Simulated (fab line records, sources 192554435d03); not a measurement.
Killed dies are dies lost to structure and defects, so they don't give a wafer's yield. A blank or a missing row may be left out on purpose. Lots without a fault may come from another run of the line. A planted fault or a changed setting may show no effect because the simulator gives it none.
fab line records | flow n5_finfet
record lots=24 wafers=72 last_day=17
route steps=1938 shown FIN_CUT@177 DUMMY_GATE@249 SPACER0@258 SD_EPI_N@275
lots that met no fault: from a run of the same line without faults
start_h: hours from the record's first day to the start of the lot's first wafer shown | wait_h: hours since the lot's step before | " the same as in the row above | L1.1+2: a row that stands for several wafers | - no value, or no start given | * or withheld: withheld | < > ~ a bound
route shown NAME@n: a module of which the file shows steps, and the number in the route of the first | usual: mean/standard deviation of fault-free wafers | same: alike in all rows | chamber/n: place in a boat | sites: the reading at each site | _std_site: their standard deviation | _edge_site: outer sites' mean less inner sites' | radius_mm: how far each site lies from the wafer's centre | mask NAME#n: copy n | behind: the tool/chamber that last shaped the wafer | hold: why the lot was held/for how many hours/how that ended | device: the transistor (n, p or np) that didn't switch | end of line: the same wafers' tests at the end of the route | a step without rows: its recipe alone | killed: dies lost to structure and defects at the first sort, not the wafer's yield | map: a wafer's dies, x killed, . not, _ none there
set.NAME: the setting as run; set.NAME@STEP: as run at that earlier step | model.NAME: the simulator's own value behind a step, which no gauge read
steps of the route over a sample of lots; a table a step, a row a wafer
services: from which hour (start_h, from the record's first day; less than 0 if before it) a tool's chamber was out of use, for how many hours, and why
## steps
# step N5_FIN_CUT_CUT_ETCH_28
# recipe chemistry=HBr/Cl2/O2 target=Si target_depth_a=60 mask_material=SOC time_s=2.4 ion_energy_ev=* bias_w=* pressure_mtorr=10 icp_w=800 HBr_flow_sccm=150 Cl2_flow_sccm=80 O2_flow_sccm=12
# usual HBr_flow_sccm=150.0/0.46 drypump_motor_current_A=5.7/0.38 oes_product_au=1.002/0.015 throttle_valve_pct=37.3/0.33
# columns lot.wafer tool chamber start_h wait_h HBr_flow_sccm drypump_motor_current_A oes_product_au rf_hours_counter_h throttle_valve_pct
L074.1 rie_si-06 3 30.25 0.0 150.2 5.3 0.969 186 37.1
L074.3 " 2 " " 149.9 5.6 1.015 154 37.5
L074.6 " 3 " " 150.1 5.3 0.968 - 37.1
L075.1 rie_si-01 3 36.11 0.0 149.9 5.3 1.029 2 36.5
L075.4 " 2 " " 149.4 5.9 1.009 5 37.3
L075.5 " 3 " " 149.5 5.4 1.020 - 36.5
L076.4 rie_si-06 0 41.42 0.0 149.9 5.9 0.995 7 37.3
L076.5 " 3 " " 149.8 5.3 0.962 - 37.1
L076.6 " 0 " " 149.8 5.9 0.987 - 37.3
L077.2 rie_si-01 1 45.76 0.0 149.5 5.9 1.020 41 36.7
L077.3 " 3 " " 150.6 5.4 1.022 2 36.6
L077.6 " 3 " " 151.1 5.4 1.020 - 36.5
L078.1 rie_si-01 2 56.08 0.0 149.8 5.9 1.011 5 37.3
L078.5 " 0 " " 149.6 6.6 1.002 - 37.8
L078.6 " 3 " " 149.7 5.4 1.018 - 36.5
L079.1 rie_si-04 0 57.68 0.0 150.6 5.7 1.001 87 36.9
L079.4 " 3 " " 150.6 6.1 0.997 7 37.1
L079.5 " 1 " " 150.3 5.0 1.018 - 37.7
L080.3 rie_si-04 1 71.53 0.0 151.1 5.0 1.006 170 37.7
L080.4 " 3 " " 150.7 6.1 0.990 7 37.1
L080.5 " 0 " " 150.7 5.7 1.003 - 37.0
L081.2 rie_si-06 1 71.59 0.0 149.9 5.6 1.002 128 37.6
L081.3 " 2 " " 149.9 5.6 1.009 154 37.5
L081.6 " 1 " " 149.8 5.6 1.007 - 37.6
L082.3 rie_si-04 0 75.41 0.0 149.4 5.7 0.997 87 37.0
L082.5 " 3 " " 150.5 6.1 0.996 - 37.1
L082.6 " 2 " " 149.8 5.3 1.026 - 37.2
L083.2 rie_si-06 3 85.20 0.0 150.1 5.3 0.978 187 37.1
L083.3 " 0 " " 149.5 5.9 0.996 8 37.3
L083.5 " 1 " " 150.5 5.7 1.000 - 37.6
L084.2 rie_si-06 1 89.91 0.0 149.4 5.6 1.007 128 37.6
L084.3 " 0 " " 150.2 5.9 0.998 8 37.3
L084.5 " 0 " " 150.0 5.9 1.003 - 37.3
L085.1 rie_si-04 3 95.53 0.0 149.3 6.1 0.995 8 37.1
L085.4 " 0 " " 149.3 5.7 0.996 88 36.9
L085.5 " 0 " " 150.0 5.7 0.998 - 37.0
L086.2 rie_si-06 3 102.76 0.0 149.3 5.3 0.974 188 37.1
L086.3 " 0 " " 150.4 5.9 0.990 9 37.3
L086.6 " 0 " " 150.3 5.9 0.985 - 37.3
L087.1 rie_si-04 2 106.81 0.0 150.8 5.3 1.014 106 37.2
L087.5 " 0 " " 149.7 5.7 0.991 - 37.0
L087.6 " 3 " " 149.2 6.1 0.992 - 37.1
L088.4 rie_si-04 1 111.22 0.0 150.6 5.0 1.007 171 37.7
L088.5 " 1 " " 150.8 5.0 1.011 - 37.7
L088.6 " 2 " " 149.6 5.3 1.014 - 37.2
L089.1 rie_si-06 1 118.52 0.0 149.1 5.7 1.001 129 37.6
L089.3 " 2 " " 150.3 5.6 1.010 155 37.5
L089.5 " 2 " " 150.1 5.6 1.023 - 37.5
L090.4 rie_si-06 0 123.30 0.0 149.2 5.9 0.994 9 37.3
L090.5 " 0 " " 148.9 5.9 0.996 - 37.3
L090.6 " 3 " " 149.3 5.3 0.968 - 37.1
L091.2 rie_si-06 2 132.71 0.0 149.7 5.6 1.024 155 37.5
L091.4 " 0 " " 149.5 5.9 0.997 9 37.3
L091.6 " 0 " " 149.5 5.9 0.985 - 37.3
L092.1 rie_si-01 1 137.50 0.0 149.7 5.8 1.025 42 36.7
L092.2 " 3 " " 150.2 5.4 1.015 3 36.5
L092.3 " 0 " " 149.9 6.6 0.996 56 37.8
L093.2 rie_si-01 1 141.76 0.0 150.6 5.8 1.021 43 36.8
L093.4 " 2 " " 150.1 5.9 1.003 6 37.3
L093.5 " 2 " " 149.3 5.8 1.001 - 37.3
L094.1 rie_si-04 1 147.58 0.0 149.3 4.9 1.007 171 37.6
L094.4 " 0 " " 149.7 5.7 1.002 89 37.0
L094.5 " 0 " " 150.1 5.7 0.996 - 36.9
L095.2 rie_si-06 1 152.90 0.0 150.3 5.6 1.000 130 37.6
L095.5 " 0 " " 149.9 5.9 0.995 - 37.3
L095.6 " 1 " " 150.1 5.6 1.002 - 37.6
L096.2 rie_si-01 1 159.50 0.0 149.4 5.8 1.028 43 36.7
L096.4 " 3 " " 149.4 5.4 1.017 4 36.6
L096.5 " 0 " " 150.0 6.6 0.994 - 37.8
L097.3 rie_si-06 0 166.58 0.0 150.5 5.9 1.000 10 37.3
L097.4 " 1 " " 150.4 5.6 1.007 130 37.6
L097.5 " 1 " " 149.5 5.6 1.010 - 37.6
# step N5_DUMMY_GATE_CD_MEAS_24
# recipe target_cd_nm=15
# usual cd_nm=14.7/0.51
# columns lot.wafer tool chamber start_h wait_h cd_nm
L074.1 cd_sem-01 - 49.54 0.1 14.7
L074.3 " - " " 14.4
L074.6 " - " " 14.1
L075.1 cd_sem-02 - 55.17 0.1 14.6
L075.4 " - " " 15.4
L075.5 " - " " 14.0
L076.4 cd_sem-03 - 60.14 0.1 15.6
L076.5 " - " " 15.3
L076.6 " - " " 15.0
L077.2 cd_sem-03 - 65.14 0.1 14.4
L077.3 " - " " 15.2
L077.6 " - " " 14.9
L078.1 cd_sem-02 - 75.71 0.1 14.7
L078.5 " - " " 14.3
L078.6 " - " " 14.6
L079.1 cd_sem-01 - 77.59 0.1 14.2
L079.4 " - " " 14.0
L079.5 " - " " 14.5
L081.2 cd_sem-02 - 90.63 0.1 15.2
L081.3 " - " " 14.9
L081.6 " - " " 14.9
L080.3 cd_sem-01 - 95.07 0.1 15.6
L080.4 " - " " 15.4
L080.5 " - " " 15.3
L082.3 cd_sem-03 - 96.43 0.1 15.2
L082.5 " - " " 15.2
L082.6 " - " " 14.3
L083.2 cd_sem-03 - 105.46 0.1 14.4
L083.3 " - " " 14.7
L083.5 " - " " 13.5
L084.2 cd_sem-02 - 110.23 0.1 14.8
L084.3 " - " " 15.6
L084.5 " - " " 15.4
L085.1 cd_sem-02 - 114.86 0.1 14.9
L085.4 " - " " 14.6
L085.5 " - " " 14.8
L086.2 cd_sem-01 - 122.77 0.1 14.3
L086.3 " - " " 13.9
L086.6 " - " " 14.6
L087.1 cd_sem-01 - 125.76 0.1 14.2
L087.5 " - " " 15.2
L087.6 " - " " 14.5
L088.4 cd_sem-01 - 131.30 0.1 15.1
L088.5 " - " " 15.1
L088.6 " - " " 15.3
L089.1 cd_sem-03 - 137.79 0.1 13.9
L089.3 " - " " 15.1
L089.5 " - " " 15.1
L090.4 cd_sem-03 - 142.47 0.1 14.7
L090.5 " - " " 16.0
L090.6 " - " " 14.0
L091.2 cd_sem-03 - 153.68 0.1 14.0
L091.4 " - " " 14.4
L091.6 " - " " 14.7
L092.1 cd_sem-01 - 158.32 0.1 15.3
L092.2 " - " " 15.0
L092.3 " - " " 15.3
L093.2 cd_sem-01 - 161.77 0.1 14.6
L093.4 " - " " 13.6
L093.5 " - " " 14.8
L094.1 cd_sem-02 - 166.12 0.1 14.5
L094.4 " - " " 14.9
L094.5 " - " " 14.2
L095.2 cd_sem-01 - 171.49 0.1 14.1
L095.5 " - " " 14.7
L095.6 " - " " 14.5
L096.2 cd_sem-03 - 180.96 0.1 14.3
L096.4 " - " " 14.8
L096.5 " - " " 14.4
L097.3 cd_sem-03 - 187.55 0.1 14.7
L097.4 " - " " 14.6
L097.5 " - " " 14.5
# step N5_SPACER0_ALD_07
# recipe material=SiNx target_thk_a=20 temp_c=400 ald_precursor_family=SiH2I2 ald_co_reactant=N2/H2-plasma pressure_torr=2
# usual chamber_pressure_Torr=2.000/0.0046 heater_power_w=900/87
# columns lot.wafer tool chamber start_h wait_h chamber_pressure_Torr heater_power_w
L074.1 ald_sin-03 2 49.86 0.0 1.988 989
L074.3 " 3 " " 1.995 905
L074.6 " 2 " " 1.993 1022
L075.1 ald_sin-03 2 55.71 0.2 2.003 1019
L075.4 " 3 " " 1.996 894
L075.5 " 2 " " 1.990 1013
L076.4 ald_sin-03 2 61.37 0.9 1.996 1009
L076.5 " 2 " " 1.995 984
L076.6 " 3 " " 2.004 903
L077.2 ald_sin-04 0 65.58 0.0 2.004 1065
L077.3 " 1 " " 2.008 860
L077.6 " 0 " " 1.999 1086
L078.1 ald_sin-01 0 76.04 0.0 2.000 872
L078.5 " 1 " " 2.007 995
L078.6 " 0 " " 2.000 906
L079.1 ald_sin-01 1 77.93 0.0 2.007 1012
L079.4 " 2 " " 2.004 861
L079.5 " 3 " " 1.996 834
L081.2 ald_sin-01 2 90.95 0.0 1.998 862
L081.3 " 3 " " 1.998 845
L081.6 " 1 " " 2.004 1013
L080.3 ald_sin-01 2 96.14 0.7 2.004 864
L080.4 " 1 " " 2.001 1015
L080.5 " 0 " " 1.992 924
L082.3 ald_sin-01 2 97.47 0.7 2.003 852
L082.5 " 1 " " 2.002 1010
L082.6 " 0 " " 2.001 920
L083.2 ald_sin-03 1 105.77 0.0 1.999 812
L083.3 " 2 " " 2.007 976
L083.5 " 0 " " 2.009 765
L084.2 ald_sin-03 1 111.87 1.4 2.000 800
L084.3 " 2 " " 1.995 959
L084.5 " 2 " " 1.997 982
L085.1 ald_sin-01 2 115.18 0.0 2.004 836
L085.4 " 0 " " 2.003 917
L085.5 " 3 " " 1.991 843
L086.2 ald_sin-01 0 123.09 0.0 2.002 889
L086.3 " 3 " " 1.998 846
L086.6 " 0 " " 1.999 907
L087.1 ald_sin-04 0 126.43 0.2 1.999 1100
L087.5 " 2 " " 1.998 855
L087.6 " 3 " " 2.003 756
L088.4 ald_sin-03 1 131.61 0.0 2.003 803
L088.5 " 3 " " 1.999 900
L088.6 " 0 " " 2.000 766
L089.1 ald_sin-04 0 138.25 0.2 1.996 1070
L089.3 " 3 " " 1.993 756
L089.5 " 0 " " 1.989 1047
L090.4 ald_sin-03 0 142.87 0.0 1.999 792
L090.5 " 2 " " 2.004 990
L090.6 " 3 " " 2.001 929
L091.2 ald_sin-04 2 154.00 0.0 2.005 904
L091.4 " 0 " " 2.000 1064
L091.6 " 0 " " 1.997 1070
L092.1 ald_sin-03 0 159.00 0.4 1.999 781
L092.2 " 2 " " 1.998 992
L092.3 " 3 " " 1.999 905
L093.2 ald_sin-04 1 162.09 0.0 2.002 854
L093.4 " 1 " " 2.002 885
L093.5 " 2 " " 2.006 878
L094.1 ald_sin-04 1 166.53 0.0 1.997 859
L094.4 " 1 " " 2.001 859
L094.5 " 2 " " 2.002 860
L095.2 ald_sin-01 1 171.89 0.0 1.987 1000
L095.5 " 2 " " 2.002 867
L095.6 " 3 " " 2.000 851
L096.2 ald_sin-03 1 181.94 0.7 1.995 823
L096.4 " 2 " " 2.000 987
L096.5 " 2 " " 2.004 976
L097.3 ald_sin-03 1 187.88 0.0 2.000 808
L097.4 " 0 " " 1.997 762
L097.5 " 3 " " 2.001 899
# step N5_SPACER0_ALD_00
# recipe material=SiOCN target_thk_a=35 temp_c=400 ald_precursor_family=alkyl-aminosilane ald_co_reactant=O2/N2-plasma pulse_time_s=3 purge_time_s=2 co_reactant_purge_time_s=2 ald_cycles=58 pressure_torr=2
# usual chamber_pressure_Torr=2.000/0.0043 heater_power_w=900/86 precursor_pulse_height_rel=0.999/0.023
# columns lot.wafer tool chamber start_h wait_h chamber_pressure_Torr heater_power_w precursor_pulse_height_rel
L074.1 ald_sin-03 2 50.02 0.1 1.996 978 0.998
L074.3 " 3 " " 2.002 926 1.028
L074.6 " 2 " " 1.996 1017 0.976
L075.1 ald_sin-03 2 55.86 0.1 1.995 1016 1.031
L075.4 " 3 " " 2.002 900 1.014
L075.5 " 2 " " 1.991 1013 0.998
L076.4 ald_sin-03 2 61.52 0.1 2.002 1011 0.975
L076.5 " 2 " " 1.997 991 0.990
L076.6 " 3 " " 1.997 896 1.000
L077.2 ald_sin-04 0 65.73 0.1 1.998 1090 1.001
L077.3 " 1 " " 2.005 854 0.981
L077.6 " 0 " " 2.006 1083 1.005
L078.1 ald_sin-01 0 76.19 0.1 1.998 906 0.973
L078.5 " 1 " " 2.001 991 1.014
L078.6 " 0 " " 2.000 881 0.982
L079.1 ald_sin-01 1 78.08 0.1 2.002 994 1.004
L079.4 " 2 " " 2.003 850 0.976
L079.5 " 3 " " 1.987 845 0.996
L081.2 ald_sin-01 2 91.10 0.1 1.996 865 1.004
L081.3 " 3 " " 2.004 851 0.971
L081.6 " 1 " " 2.002 1005 0.977
L080.3 ald_sin-01 2 96.29 0.1 1.986 863 0.968
L080.4 " 1 " " 1.999 998 0.995
L080.5 " 0 " " 1.997 892 0.997
L082.3 ald_sin-01 2 98.01 0.5 1.997 835 1.002
L082.5 " 1 " " 2.001 990 0.989
L082.6 " 0 " " 1.995 872 0.970
L083.2 ald_sin-03 1 105.93 0.1 2.000 789 1.028
L083.3 " 2 " " 2.005 989 0.968
L083.5 " 0 " " 1.997 778 0.983
L084.2 ald_sin-03 1 112.02 0.1 2.000 809 0.992
L084.3 " 2 " " 1.995 970 0.980
L084.5 " 2 " " 1.999 984 1.004
L085.1 ald_sin-01 2 115.33 0.1 1.996 877 1.027
L085.4 " 0 " " 1.997 906 0.998
L085.5 " 3 " " 2.005 860 0.967
L086.2 ald_sin-01 0 123.24 0.1 2.004 915 1.035
L086.3 " 3 " " 1.989 850 1.003
L086.6 " 0 " " 2.007 906 1.009
L087.1 ald_sin-04 0 126.59 0.1 1.996 1066 0.986
L087.5 " 2 " " 1.999 857 1.021
L087.6 " 3 " " 2.002 757 1.012
L088.4 ald_sin-03 1 131.76 0.1 2.001 810 1.030
L088.5 " 3 " " 2.007 913 0.995
L088.6 " 0 " " 2.006 782 1.047
L089.1 ald_sin-04 0 138.40 0.1 1.999 1071 1.032
L089.3 " 3 " " 1.998 753 0.996
L089.5 " 0 " " 1.999 1067 1.010
L090.4 ald_sin-03 0 143.02 0.1 2.000 797 1.026
L090.5 " 2 " " 1.998 985 1.000
L090.6 " 3 " " 1.996 903 1.019
L091.2 ald_sin-04 2 154.15 0.1 1.997 861 1.001
L091.4 " 0 " " 2.003 1077 0.969
L091.6 " 0 " " 2.010 1054 1.020
L092.1 ald_sin-03 0 159.15 0.1 2.000 795 0.999
L092.2 " 2 " " 2.001 996 0.958
L092.3 " 3 " " 1.997 908 1.006
L093.2 ald_sin-04 1 162.24 0.1 1.996 847 1.040
L093.4 " 1 " " 2.000 858 0.987
L093.5 " 2 " " 1.998 887 0.991
L094.1 ald_sin-04 1 166.69 0.1 2.004 877 1.016
L094.4 " 1 " " 1.997 873 1.014
L094.5 " 2 " " 2.004 868 1.038
L095.2 ald_sin-01 1 172.04 0.1 2.006 1008 1.027
L095.5 " 2 " " 2.005 877 0.988
L095.6 " 3 " " 2.005 840 0.996
L096.2 ald_sin-03 1 182.09 0.1 2.008 801 1.023
L096.4 " 2 " " 1.996 967 0.984
L096.5 " 2 " " 1.995 989 0.984
L097.3 ald_sin-03 1 188.03 0.1 2.000 799 1.039
L097.4 " 0 " " 2.001 794 1.005
L097.5 " 3 " " 2.003 906 1.012
# step N5_SD_EPI_N_ETCH_35
# recipe chemistry=N2/H2 target=SOC overetch_a=1080 mask_material=SiARC temp_c=40 ion_energy_ev=100 source_w=3000 bias_w=133 pressure_mtorr=20 time_s=486 n2_flow_sccm=200 h2_flow_sccm=200
# usual drypump_motor_current_A=5.6/0.39 oes_product_au=0.70/0.069 rf_vpp_V=240.6/1.3 showerhead_plenum_p_Torr=2.52/0.078 throttle_valve_pct=23.8/0.45
# columns lot.wafer tool chamber start_h wait_h drypump_motor_current_A oes_product_au rf_hours_counter_h rf_vpp_V showerhead_plenum_p_Torr throttle_valve_pct
L074.1 rie_diel-04 0 50.88 0.0 6.1 0.67 168 241.7 2.65 23.8
L074.3 " 2 " " 6.0 0.66 165 240.8 2.51 23.3
L074.6 " 1 " " 5.1 0.70 - 240.4 2.47 24.6
L075.1 rie_diel-02 1 56.85 0.0 5.7 0.67 160 239.7 2.42 23.3
L075.4 " 0 " " 5.9 0.67 187 242.4 2.63 23.3
L075.5 " 1 " " 5.7 0.66 - 239.8 2.42 23.3
L076.4 rie_diel-06 3 62.79 0.2 5.5 0.85 - 240.0 2.49 23.6
L076.5 " 2 " " 5.5 0.70 - 241.9 2.57 24.4
L076.6 " 0 " " 5.7 0.62 - 240.4 2.53 23.8
L077.2 rie_diel-06 3 66.72 0.0 5.5 0.84 18 239.6 2.49 23.6
L077.3 " 0 " " 5.7 0.62 212 241.4 2.53 23.8
L077.6 " 3 " " 5.5 0.83 - 239.9 2.49 23.7
L078.1 rie_diel-04 1 77.19 0.0 5.2 0.70 117 239.6 2.46 24.6
L078.5 " 0 " " 6.1 0.67 - 243.1 2.64 23.8
L078.6 " 1 " " 5.1 0.70 - 239.9 2.46 24.6
L079.1 rie_diel-06 3 79.08 0.0 5.5 0.82 24 239.9 2.48 23.7
L079.4 " 0 " " 5.6 0.61 219 240.8 2.53 23.8
L079.5 " 1 " " 6.1 0.90 - 239.6 2.50 23.9
L081.2 rie_diel-02 2 92.10 0.0 4.8 0.69 150 242.5 2.65 23.7
L081.3 " 3 " " 5.2 0.81 20 239.6 2.51 24.2
L081.6 " 2 " " 4.8 0.69 - 241.0 2.65 23.8
L080.3 rie_diel-02 2 97.29 0.0 4.8 0.70 152 241.3 2.65 23.8
L080.4 " 0 " " 5.9 0.66 203 241.0 2.62 23.4
L080.5 " 2 " " 4.8 0.69 - 243.4 2.65 23.7
L082.3 rie_diel-06 3 98.96 0.0 5.5 0.81 32 239.7 2.48 23.7
L082.5 " 3 " " 5.5 0.80 - 240.9 2.48 23.7
L082.6 " 0 " " 5.7 0.61 - 240.3 2.52 23.8
L083.2 rie_diel-04 0 106.81 0.0 6.2 0.66 188 241.5 2.64 23.8
L083.3 " 1 " " 5.1 0.69 127 240.2 2.46 24.6
L083.5 " 3 " " 5.5 0.72 - 240.2 2.42 23.1
L084.2 rie_diel-04 3 113.08 0.0 5.5 0.71 99 239.0 2.42 23.1
L084.3 " 0 " " 6.1 0.66 190 242.6 2.64 23.8
L084.5 " 3 " " 5.5 0.71 - 239.6 2.42 23.1
L085.1 rie_diel-04 1 116.33 0.0 5.1 0.69 130 239.3 2.46 24.6
L085.4 " 0 " " 6.1 0.66 191 242.8 2.64 23.8
L085.5 " 2 " " 6.0 0.65 - 240.5 2.50 23.4
L086.2 rie_diel-02 3 124.49 0.0 5.2 0.78 31 240.7 2.51 24.2
L086.3 " 2 " " 4.8 0.68 161 241.8 2.65 23.8
L086.6 " 0 " " 5.9 0.65 - 241.6 2.62 23.4
L087.1 rie_diel-06 0 127.68 0.0 5.7 0.60 237 241.6 2.52 23.9
L087.5 " 3 " " 5.5 0.80 - 241.0 2.48 23.7
L087.6 " 0 " " 5.7 0.60 - 240.0 2.52 23.9
L088.4 rie_diel-02 3 132.73 0.0 5.2 0.78 34 240.4 2.50 24.2
L088.5 " 2 " " 4.8 0.68 - 240.2 2.65 23.8
L088.6 " 3 " " 5.2 0.79 - 238.9 2.51 24.2
L089.1 rie_diel-04 3 139.36 0.0 5.5 0.70 108 241.1 2.41 23.1
L089.3 " 2 " " 6.0 0.64 195 240.2 2.50 23.4
L089.5 " 2 " " 6.0 0.64 - 240.5 2.50 23.4
L090.4 rie_diel-06 0 144.10 0.0 5.7 0.59 243 241.6 2.52 23.9
L090.5 " 2 " " 5.5 0.68 - 241.9 2.56 24.5
L090.6 " 3 " " 5.5 0.78 - 240.2 2.47 23.7
L091.2 rie_diel-02 0 155.14 0.0 5.9 0.64 223 243.9 2.61 23.4
L091.4 " 1 " " 5.7 0.64 191 238.8 2.41 23.3
L091.6 " 2 " " 4.8 0.68 - 242.3 2.64 23.8
L092.1 rie_diel-02 1 160.18 0.0 5.6 0.65 193 238.9 2.41 23.4
L092.2 " 0 " " 5.9 0.64 224 241.5 2.61 23.4
L092.3 " 3 " " 5.2 0.77 43 241.1 2.50 24.2
L093.2 rie_diel-04 1 163.23 0.0 5.2 0.68 146 239.8 2.45 24.7
L093.4 " 2 " " 6.0 0.63 202 239.6 2.50 23.4
L093.5 " 2 " " 6.0 0.64 - 240.0 2.50 23.4
L094.1 rie_diel-02 0 167.94 0.0 5.9 0.64 227 242.4 2.61 23.4
L094.4 " 1 " " 5.7 0.64 - 238.6 2.41 23.3
L094.5 " 2 " " 4.8 0.67 - 241.6 2.64 23.8
L095.2 rie_diel-02 1 173.39 0.0 5.7 0.64 198 239.8 2.41 23.4
L095.5 " 3 " " 5.2 0.77 - 239.9 2.50 24.3
L095.6 " 0 " " 5.9 0.64 - 240.3 2.61 23.4
L096.2 rie_diel-06 1 183.12 0.0 6.2 0.80 40 240.8 2.48 24.0
L096.4 " 2 " " 5.5 0.67 - 240.7 2.56 24.5
L096.5 " 1 " " 6.2 0.80 - 240.3 2.48 24.0
L097.3 rie_diel-06 1 189.50 0.0 6.2 0.79 44 238.7 2.48 24.0
L097.4 " 1 " " 6.2 0.80 - 242.0 2.48 24.0
L097.5 " 2 " " 5.5 0.67 - 241.5 2.56 24.5
# step N5_SD_EPI_N_LINER_46
# recipe material=SiNx target_thk_a=30 temp_c=400 ald_precursor_family=SiH2I2 ald_co_reactant=N2/H2-plasma pressure_torr=2
# usual chamber_pressure_Torr=2.000/0.0042 heater_power_w=875/73
# columns lot.wafer tool chamber start_h wait_h chamber_pressure_Torr heater_power_w
L074.1 ald_sin-03 1 54.49 0.2 2.006 833
L074.3 " 0 " " 1.997 835
L074.6 " 3 " " 2.002 921
L075.1 ald_sin-03 3 60.96 0.7 2.000 903
L075.4 " 1 " " 2.001 829
L075.5 " 0 " " 1.998 813
L076.4 ald_sin-03 2 66.25 0.1 1.999 1009
L076.5 " 0 " " 2.000 825
L076.6 " 3 " " 2.000 882
L077.2 ald_sin-03 1 71.07 0.1 2.000 825
L077.3 " 2 " " 1.995 1016
L077.6 " 1 " " 2.001 811
L078.1 ald_sin-01 0 81.13 0.2 1.996 879
L078.5 " 0 " " 2.001 898
L078.6 " 3 " " 1.994 833
L079.1 ald_sin-03 2 82.85 0.3 2.005 1021
L079.4 " 1 " " 1.999 833
L079.5 " 0 " " 1.995 823
L081.2 ald_sin-01 0 95.92 0.4 1.999 920
L081.3 " 2 " " 2.001 848
L081.6 " 3 " " 2.001 835
L080.3 ald_sin-02 0 100.89 0.1 2.001 758
L080.4 " 1 " " 2.007 867
L080.5 " 0 " " 2.001 771
L082.3 ald_sin-03 1 102.57 0.1 1.995 805
L082.5 " 0 " " 1.996 777
L082.6 " 3 " " 2.001 933
L083.2 ald_sin-03 3 111.29 1.0 2.005 921
L083.3 " 2 " " 2.000 996
L083.5 " 3 " " 1.998 939
L084.2 ald_sin-01 3 119.86 0.1 2.005 861
L084.3 " 2 " " 2.010 833
L084.5 " 1 " " 2.003 995
L085.1 ald_sin-02 2 119.95 0.2 2.000 837
L085.4 " 1 " " 2.002 861
L085.5 " 2 " " 2.001 843
L086.2 ald_sin-03 1 128.85 0.1 1.998 804
L086.3 " 2 " " 2.002 963
L086.6 " 2 " " 2.001 989
L087.1 ald_sin-03 0 131.35 0.2 1.998 775
L087.5 " 2 " " 2.004 980
L087.6 " 1 " " 2.007 783
L088.4 ald_sin-03 0 137.19 0.9 2.000 771
L088.5 " 1 " " 2.001 791
L088.6 " 2 " " 1.997 981
L089.1 ald_sin-02 3 143.94 0.2 1.991 848
L089.3 " 1 " " 2.005 894
L089.5 " 3 " " 1.991 856
L090.4 ald_sin-02 2 149.45 0.1 1.997 839
L090.5 " 0 " " 2.002 766
L090.6 " 1 " " 2.004 845
L091.2 ald_sin-03 3 159.63 0.3 1.999 910
L091.4 " 0 " " 2.002 786
L091.6 " 3 " " 2.008 913
L092.1 ald_sin-01 2 164.54 0.2 2.012 871
L092.2 " 0 " " 1.991 905
L092.3 " 3 " " 1.994 844
L093.2 ald_sin-02 3 167.57 0.1 2.002 847
L093.4 " 1 " " 2.002 865
L093.5 " 1 " " 2.000 893
L094.1 ald_sin-03 2 172.42 0.2 2.000 1002
L094.4 " 0 " " 1.996 765
L094.5 " 1 " " 1.993 808
L095.2 ald_sin-01 3 178.72 0.1 2.000 865
L095.5 " 3 " " 1.999 847
L095.6 " 2 " " 2.005 860
L096.2 ald_sin-01 2 188.47 0.2 2.001 851
L096.4 " 1 " " 2.004 1007
L096.5 " 3 " " 1.996 848
L097.3 ald_sin-03 0 195.06 0.2 2.000 791
L097.4 " 3 " " 2.002 904
L097.5 " 2 " " 1.996 1014
## services
# columns tool chamber start_h hours kind
rie_diel-06 2 12.79 1.6 repair
rie_diel-02 - 18.38 22.0 repair
ald_sin-03 2 19.68 6.3 repair
rie_diel-04 0 29.17 9.4 repair
rie_diel-06 0 57.42 4.3 repair
rie_diel-02 2 60.12 4.3 repair
ald_sin-02 - 61.63 6.1 pm
rie_diel-04 3 69.58 3.5 repair
rie_diel-02 1 71.49 3.0 repair
rie_si-06 - 75.98 0.6 repair
ald_sin-03 - 85.78 14.0 pm
ald_sin-03 0 85.78 14.0 vent_cycle
ald_sin-03 1 85.78 14.0 vent_cycle
ald_sin-03 2 85.78 14.0 vent_cycle
ald_sin-03 3 85.78 14.0 vent_cycle
ald_sin-03 0 99.78 - clean
ald_sin-03 3 119.68 10.7 repair
rie_si-01 - 130.48 0.5 repair
rie_diel-06 2 148.52 29.0 repair
rie_si-06 1 157.07 3.3 repair
rie_diel-02 3 166.84 4.9 repair
ald_sin-04 - 176.75 14.0 pm
rie_diel-02 - 177.25 2.8 pm
rie_si-04 1 179.67 5.7 repair
## key
fault none
